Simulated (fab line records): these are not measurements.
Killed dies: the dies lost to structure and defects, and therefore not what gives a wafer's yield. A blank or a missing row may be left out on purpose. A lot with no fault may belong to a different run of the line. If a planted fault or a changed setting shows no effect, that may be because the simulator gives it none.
Matching of chambers | flow n5-finfet | N5_HKMG_FIN_ETCH_58 on rie-diel-05 has 4 sister chambers
The step etches SOC in N2/H2, target depth 215.8 nm, time 741 s. 14 wafers are shown with their chamber, then 7 later ones without.

== WAFERS WITH THEIR CHAMBER ==
wafer  | chamber | drypump-motor-current-A (A) | showerhead-plenum-p-Torr (Torr) | throttle-valve-pct (%)
L488.1 | 0       | 5.2                         | 2.62                            | 17.87
L488.3 | 2       | 6.3                         | 2.54                            | 17.96
L488.4 | 3       | 5.4                         | 2.54                            | 17.94
L490.3 | 0       | 5.2                         | 2.62                            | 17.89
L490.4 | 1       | 6.2                         | 2.51                            | 17.95
L490.6 | 1       | 6.2                         | 2.51                            | 17.94
L491.2 | 1       | 6.2                         | 2.51                            | 17.96
L491.4 | 3       | 5.3                         | 2.54                            | 17.96
L491.5 | 0       | 5.2                         | 2.62                            | 17.90
L492.2 | 1       | 6.2                         | 2.51                            | 17.97
L492.3 | 2       | 6.3                         | 2.53                            | 17.95
L492.6 | 2       | 6.3                         | 2.53                            | 17.97
L496.1 | 0       | 5.2                         | 2.61                            | 17.90
L496.2 | 2       | 6.3                         | 2.53                            | 17.98

SIGNATURES, as means of the wafers listed above
reading                  | chamber 0 | chamber 1 | chamber 2 | chamber 3 | scatter within a chamber
drypump-motor-current-A  | 5.200     | 6.200     | 6.300     | 5.350     | 0.0224
showerhead-plenum-p-Torr | 2.6175    | 2.5100    | 2.5325    | 2.5400    | 0.00387
throttle-valve-pct       | 17.8900   | 17.9550   | 17.9650   | 17.9500   | 0.0134
Rule: distance of a wafer from a chamber = root of the sum over the readings of ((wafer's reading minus chamber's mean) / reading's scatter) squared. If the next closest chamber is less than 2 further off than the closest, the wafer can't be placed; otherwise it belongs to the closest. How the scatter is found: for the shown wafers, subtract from each reading the mean of its chamber, square and add these, divide the total by (wafers less chambers), then take the root.

== WAFERS WITHOUT THEIR CHAMBER ==
wafer  | drypump-motor-current-A (A) | showerhead-plenum-p-Torr (Torr) | throttle-valve-pct (%)
L496.3 | 6.2                         | 2.50                            | 17.95
L497.2 | 5.2                         | 2.61                            | 17.91
L497.3 | 6.3                         | 2.53                            | 17.99
L497.6 | 5.4                         | 2.54                            | 17.97
L498.1 | 5.2                         | 2.61                            | 17.91
L498.2 | 5.4                         | 2.53                            | 17.97
L498.6 | 5.4                         | 2.53                            | 17.97

== WHICH CHAMBER EACH ONE RAN IN ==
wafer  | from the rows above | in truth
L496.3 | 1                   | 1
L497.2 | 0                   | 0
L497.3 | 2                   | 2
L497.6 | 3                   | 3
L498.1 | 0                   | 0
L498.2 | 3                   | 3
L498.6 | 3                   | 3
Placed correctly: 7 of 7. Can't be placed from these rows: 0. Wrongly placed: 0.
